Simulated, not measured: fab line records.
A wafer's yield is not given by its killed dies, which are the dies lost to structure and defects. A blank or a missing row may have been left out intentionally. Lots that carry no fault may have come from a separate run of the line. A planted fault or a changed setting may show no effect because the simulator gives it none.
A single fault, viewed from 2 desks    flow n5Finfet    every desk sees just its own numbers, and what lay behind them comes last

AT THE METROLOGY DESK
What the gauges read, lot by lot, whatever tool the lot ran on: means of the sampled wafers that have a number. The brackets show how far a lot's mean lies from the usual mean; more than 4 standard deviations puts the lot out of limits, marked OUT. Of its 14 readings 7 are shown: the one that was out of limits first, and those that lie furthest out on some lot.
Columns: A = ION_P at N5_BEOL_M4_RC_MEAS_101, usual 465 uA/um; B = RC_DENSE_N at N5_BEOL_M4_RC_MEAS_101, usual 19.0 ohm.um; C = RC_DENSE_P at N5_BEOL_M4_RC_MEAS_101, usual 23.7 ohm.um; D = RC_N at N5_BEOL_M4_RC_MEAS_101, usual 15.5 ohm.um; E = RC_P at N5_BEOL_M4_RC_MEAS_101, usual 19.3 ohm.um; F = SS_P at N5_BEOL_M4_RC_MEAS_101, usual 73.3 mV/dec; G = VT_P at N5_BEOL_M4_RC_MEAS_101, usual -250 mV
lot   first seen here  A    B                C                D                E                F     G
L672  day 8 00:02      466  19.1             23.8             15.5             19.4             72.6  -249
L673  day 8 04:13      458  19.4             24.1             15.8             19.8             72.5  -255
L678  day 9 17:41      468  19.1             23.5             15.4             19.3             73.7  -250
L682  day 10 19:26     461  19.3             24.1             15.8             19.6             74.6  -250
L681  day 10 22:34     462  21.4 (+5.0) OUT  26.5 (+4.3) OUT  17.5 (+5.0) OUT  21.9 (+5.3) OUT  73.0  -255
L683  day 11 00:25     460  21.1 (+4.4) OUT  26.4 (+4.1) OUT  17.2 (+4.4) OUT  21.6 (+4.5) OUT  72.8  -255
L684  day 11 02:11     467  18.3             22.8             15.0             18.7             73.5  -254
L692  day 13 12:34     462  18.5             22.9             15.1             18.7             73.0  -250
L694  day 13 21:29     454  18.8             23.3             15.3             19.1             73.5  -255
This desk finds L681, L683 out of limits, with the earliest case on L681 at day 10 22:34 (RC_DENSE_N at N5_BEOL_M4_RC_MEAS_101). Within limits: L672, L673, L678, L682, L684, L692, L694.

TOOL OWNER'S DESK, implanter-02
N5_MOL_CONTACT_COAG_IMPLANT_129, tool's own readings: per-lot mean of the sampled wafers with a number, covering each lot this tool ran. The brackets show how far a lot's mean lies from the usual mean; more than 4 standard deviations puts the lot out of limits, marked OUT.
Columns: A = beamEnergyKeV at N5_MOL_CONTACT_COAG_IMPLANT_129, usual 2.9999; B = beamOnS at N5_MOL_CONTACT_COAG_IMPLANT_129, usual 36 s; C = doseIonsCm2 at N5_MOL_CONTACT_COAG_IMPLANT_129, usual 5.999e+14; D = endStationPressureTorr at N5_MOL_CONTACT_COAG_IMPLANT_129, usual 6e-06 Torr; E = rotationDeg at N5_MOL_CONTACT_COAG_IMPLANT_129, usual 0.003 degrees
lot   first seen here  A       B              C                            D      E
L673  day 5 05:07      3.0013  38             6.004e+14                    6e-06  -0.025
L678  day 6 10:07      3.0019  40             5.990e+14                    6e-06  -0.010
L681  day 7 04:46      2.9994  10 (-7.4) OUT  1.333e+14 (-99 or more) OUT  6e-06  0.017
L683  day 7 18:44      2.9990  10 (-7.4) OUT  1.342e+14 (-99 or more) OUT  6e-06  0.019
L694  day 10 11:44     2.9987  39             5.996e+14                    6e-06  0.011
Finding of this desk: L681, L683 out of limits; the first was L681 at day 7 04:46, on beamOnS at N5_MOL_CONTACT_COAG_IMPLANT_129. Within limits: L673, L678, L694.

BROUGHT TOGETHER
The tool owner's desk could have raised an alarm at day 7 04:46, on L681, L683.
The metrology desk could have raised an alarm at day 10 22:34, on L681, L683.
N5_MOL_CONTACT_COAG_IMPLANT_129 was run on implanter-02 by each of the lots named.

WHAT THE SIMULATOR PUT IN
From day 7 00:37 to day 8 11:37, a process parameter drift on implanter-02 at N5_MOL_CONTACT_COAG_IMPLANT_129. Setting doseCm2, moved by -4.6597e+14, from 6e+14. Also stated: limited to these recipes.
Struck lots among those shown: L681, L683.
Fault start to first reading out of limits, in hours, per desk: tool owner, 4; metrology, 94.
